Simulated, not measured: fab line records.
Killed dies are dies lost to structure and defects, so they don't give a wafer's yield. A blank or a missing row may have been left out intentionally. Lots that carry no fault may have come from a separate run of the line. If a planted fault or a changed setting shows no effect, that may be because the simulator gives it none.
Matching of chambers / flow nand-harc / NHARC_A_M1_STRIP_18 on rie-diel-05: 4 sister chambers
The step strips in N2/H2. 14 wafers are shown with their chamber, then 7 later ones without.

WAFERS PAIRED WITH THEIR CHAMBERS
wafer=L083.2; chamber=2; drypump-motor-current-A (A)=5.0; oes-product-au (a.u.)=0.977; rf-vpp-V (V)=91.6
wafer=L083.3; chamber=0; drypump-motor-current-A (A)=6.1; oes-product-au (a.u.)=0.992; rf-vpp-V (V)=90.5
wafer=L083.4; chamber=1; drypump-motor-current-A (A)=5.7; oes-product-au (a.u.)=1.007; rf-vpp-V (V)=90.8
wafer=L085.2; chamber=3; drypump-motor-current-A (A)=5.9; oes-product-au (a.u.)=0.995; rf-vpp-V (V)=90.9
wafer=L085.3; chamber=2; drypump-motor-current-A (A)=5.1; oes-product-au (a.u.)=0.990; rf-vpp-V (V)=90.8
wafer=L085.5; chamber=2; drypump-motor-current-A (A)=5.1; oes-product-au (a.u.)=0.982; rf-vpp-V (V)=92.1
wafer=L087.3; chamber=2; drypump-motor-current-A (A)=5.0; oes-product-au (a.u.)=0.976; rf-vpp-V (V)=92.2
wafer=L087.4; chamber=3; drypump-motor-current-A (A)=5.9; oes-product-au (a.u.)=0.988; rf-vpp-V (V)=91.6
wafer=L087.6; chamber=2; drypump-motor-current-A (A)=5.0; oes-product-au (a.u.)=0.997; rf-vpp-V (V)=91.9
wafer=L090.4; chamber=3; drypump-motor-current-A (A)=5.9; oes-product-au (a.u.)=0.987; rf-vpp-V (V)=90.5
wafer=L090.5; chamber=3; drypump-motor-current-A (A)=5.9; oes-product-au (a.u.)=0.989; rf-vpp-V (V)=93.1
wafer=L090.6; chamber=0; drypump-motor-current-A (A)=6.1; oes-product-au (a.u.)=0.990; rf-vpp-V (V)=92.2
wafer=L092.3; chamber=0; drypump-motor-current-A (A)=6.1; oes-product-au (a.u.)=0.984; rf-vpp-V (V)=89.7
wafer=L092.4; chamber=1; drypump-motor-current-A (A)=5.7; oes-product-au (a.u.)=1.001; rf-vpp-V (V)=92.6

SIGNATURES (averages over the wafers above)
reading=drypump-motor-current-A; chamber 0=6.100; chamber 1=5.700; chamber 2=5.040; chamber 3=5.900; scatter within a chamber=0.0346
reading=oes-product-au; chamber 0=0.98867; chamber 1=1.00400; chamber 2=0.98440; chamber 3=0.98975; scatter within a chamber=0.00642
reading=rf-vpp-V; chamber 0=90.800; chamber 1=91.700; chamber 2=91.720; chamber 3=91.525; scatter within a chamber=1
Rule: a wafer lies at a distance from a chamber equal to the root of the sum of squares, over the readings, of (its reading less the chamber's mean, divided by the reading's scatter). If the next closest chamber is less than 2 further off than the closest, the wafer can't be placed; otherwise it belongs to the closest. How the scatter is found: for the shown wafers, subtract from each reading the mean of its chamber, square and add these, divide the total by (wafers less chambers), then take the root.

WAFERS WITH NO CHAMBER GIVEN
wafer=L092.5; drypump-motor-current-A (A)=5.9; oes-product-au (a.u.)=0.984; rf-vpp-V (V)=91.3
wafer=L094.1; drypump-motor-current-A (A)=6.1; oes-product-au (a.u.)=0.990; rf-vpp-V (V)=91.3
wafer=L094.3; drypump-motor-current-A (A)=5.0; oes-product-au (a.u.)=0.987; rf-vpp-V (V)=91.8
wafer=L094.6; drypump-motor-current-A (A)=5.7; oes-product-au (a.u.)=0.993; rf-vpp-V (V)=90.2
wafer=L095.1; drypump-motor-current-A (A)=5.9; oes-product-au (a.u.)=0.991; rf-vpp-V (V)=91.2
wafer=L095.4; drypump-motor-current-A (A)=6.1; oes-product-au (a.u.)=0.991; rf-vpp-V (V)=92.0
wafer=L095.5; drypump-motor-current-A (A)=6.1; oes-product-au (a.u.)=0.991; rf-vpp-V (V)=91.9

WHICH CHAMBER EACH WENT THROUGH
wafer=L092.5; from the rows above=3; in truth=3
wafer=L094.1; from the rows above=0; in truth=0
wafer=L094.3; from the rows above=2; in truth=2
wafer=L094.6; from the rows above=1; in truth=1
wafer=L095.1; from the rows above=3; in truth=3
wafer=L095.4; from the rows above=0; in truth=0
wafer=L095.5; from the rows above=0; in truth=0
7 of 7 placed correctly. Not placeable from these rows: 0. Placed wrongly: 0.
